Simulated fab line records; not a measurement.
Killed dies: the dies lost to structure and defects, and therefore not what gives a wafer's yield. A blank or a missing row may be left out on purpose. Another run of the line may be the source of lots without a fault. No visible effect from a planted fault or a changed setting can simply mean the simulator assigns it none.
Comparing a struck lot with a sound one -- flow n5Finfet -- 37 steps out of a route of 1938
Sound: the wafers L907.3, L907.4, L907.6. Struck: wafers L915.3, L915.6 (left out: L915.2, a lot-mate that was not struck); the cause follows at the end.
For every step that has rows: the tool of each side, followed by ch and its chambers, followed by its first start. Under that, the readings that differ: sound wafers -- struck wafers -- difference of the means -- sigmas: that difference in standard deviations of wafers without a fault.
alike: a reading whose means differ by less than 2 such deviations, as well as words and numbers matching on both sides. not compared: withheld readings; readings where some wafer has no value; bounds like >300 that might hide an equal value; numbers whose values overlap and for which the record gives no deviation.
The two part at a step that has a row with sigmas, a row that says differs or no value, or rows on one side only. Numbers that don't overlap but have no deviation are shown without sigmas and don't part them. Lack of a reading on every wafer of one side parts them only where that side has two or more wafers.

first, 9 steps without rows for these wafers: N5_BEOL_M10_ALD_74 (deposits TaN, target thk 2 nm, pulse time 2 s, purge time 3 s); N5_BEOL_M10_SURFACE_TREAT_76; N5_BEOL_M10_CVD_75 (deposits Co from CCTBA/H2, target thk 2 nm, time 138.9 s); N5_BEOL_M10_SPUTTER_48 (material Cu, target thk 12 nm, time 2 s); N5_BEOL_M10_ECD_50 (material Cu, target thk 318 nm); N5_BEOL_M10_ANNEAL_51 (time 90 s); N5_BEOL_M10_CMP_52 (polishes, stops on SiCOH lowk, t overpolish 7 s, target thk 140 nm); N5_BEOL_M10_PRE_CLEAN_55 (time 15 s); N5_BEOL_M10_DEP_56 (deposits SiCN from 3MS/NH3, target thk 15 nm, time 26.5 s).
N5_BEOL_M11_ILD_DEP_00: deposits SiCOH lowk from DEMS/porogen, target thk 308.51 nm, time 58 s.
  sound on pecvd-04 ch 0,1, day 12 18:13; struck on pecvd-04 ch 0,2, day 15 16:17
reading,sound,struck,difference,sigmas
model.SiCOH_lowk_of_BEOL_M11_ILD_DEP_00.thkNm (nm),306.6 310.6 308.4,279.6 282,-27.7,
  alike: heaterPowerW, showerheadPlenumPTorr, throttleValvePct
  not compared: sinceWetCleanH
then, 1 step without rows for these wafers: N5_BEOL_M11_CURE_71 (cures SiCOH lowk, time 240 s).
N5_BEOL_M11_THK_MEAS_01:
  sound on filmMetro-02 at day 12 18:49; struck on filmMetro-02 at day 15 16:53
reading,sound,struck,difference,sigmas
M11_ILD_THK (nm),266.3 269.8 268.0,242.7 244.9,-24.2,-8
then, 23 steps without rows for these wafers: N5_BEOL_M11_PECVD_70 (deposits SiO2 from TEOS/O2, target thk 20 nm, time 22.7 s); N5_BEOL_M11_HM_DEP_02 (deposits TiN, target thk 20 nm); N5_BEOL_M11_COAT_59 (time 60 s, resist thk 100 nm); N5_BEOL_M11_COAT_60 (time 60 s, resist thk 30 nm); N5_BEOL_M11_COAT_05 (resist thk 90 nm); N5_BEOL_M11_EBR_07; N5_BEOL_M11_SOFTBAKE_06 (time 60 s); N5_BEOL_M11_EXPOSE_08 (exposes mask M11); N5_BEOL_M11_PEB_09 (peb time 60 s); N5_BEOL_M11_DEVELOP_10 (develop time 30 s); N5_BEOL_M11_DESCUM_16 (chemistry O2, time 7.9 s); N5_BEOL_M11_ETCH_61 (etches SiARC in CF4, target depth 39 nm, time 65 s); N5_BEOL_M11_ETCH_62 (etches SOC in N2/H2, target depth 110 nm, overetch 22 nm, time 165 s); N5_BEOL_M11_STRIP_68 (strips in N2/H2); N5_BEOL_M11_STRIP_67 (strips in CF4); N5_BEOL_M11_HM_OPEN_17 (chemistry Cl2/BCl3, target TiN, target depth 20 nm, overetch 6 nm); N5_BEOL_M11_STRIP_19 (strips in O2); N5_BEOL_M11_COAT_63 (time 60 s, resist thk 100 nm); N5_BEOL_M11_COAT_64 (time 60 s, resist thk 30 nm); N5_BEOL_M11_COAT_22 (resist thk 90 nm); N5_BEOL_M11_EBR_24; N5_BEOL_M11_SOFTBAKE_23 (time 60 s); N5_BEOL_M11_EXPOSE_25 (exposes mask V10).
N5_BEOL_M11_CMP_52: polishes, stops on SiCOH lowk, t overpolish 7 s, target thk 140 nm.
  sound on cmp-03 ch 1,2, day 13 03:40; struck on cmp-02 ch 1,2, day 16 00:35
reading,sound,struck,difference,sigmas
model.SiCOH_lowk_of_BEOL_M11_ILD_DEP_00.thkNm (nm),263.2 266.8 265,239.4 241.6,-24.5,
  alike: motorCurrentA, slurryFlowMlMin
N5_PASSIVATION_PROBE_49:
  sound on prober-02 at day 14 16:27; struck on prober-01 at day 17 22:43
  alike: defectLimitedYield, killed_at_M0_to_M3, killed_at_M4_up, killedAtContacts, killedAtFrontEnd, killedAtOther, killedDies, killedOpen, killedShort, sort_bin_5_function, sort_bin_6_memory, sortNPass, sortYieldPct

WHERE THEY PART
N5_BEOL_M11_THK_MEAS_01 only, going by this record. Later steps at which nothing parts them and some readings are alike: N5_BEOL_M11_CMP_52, N5_PASSIVATION_PROBE_49.

WHY: what the simulator had put in
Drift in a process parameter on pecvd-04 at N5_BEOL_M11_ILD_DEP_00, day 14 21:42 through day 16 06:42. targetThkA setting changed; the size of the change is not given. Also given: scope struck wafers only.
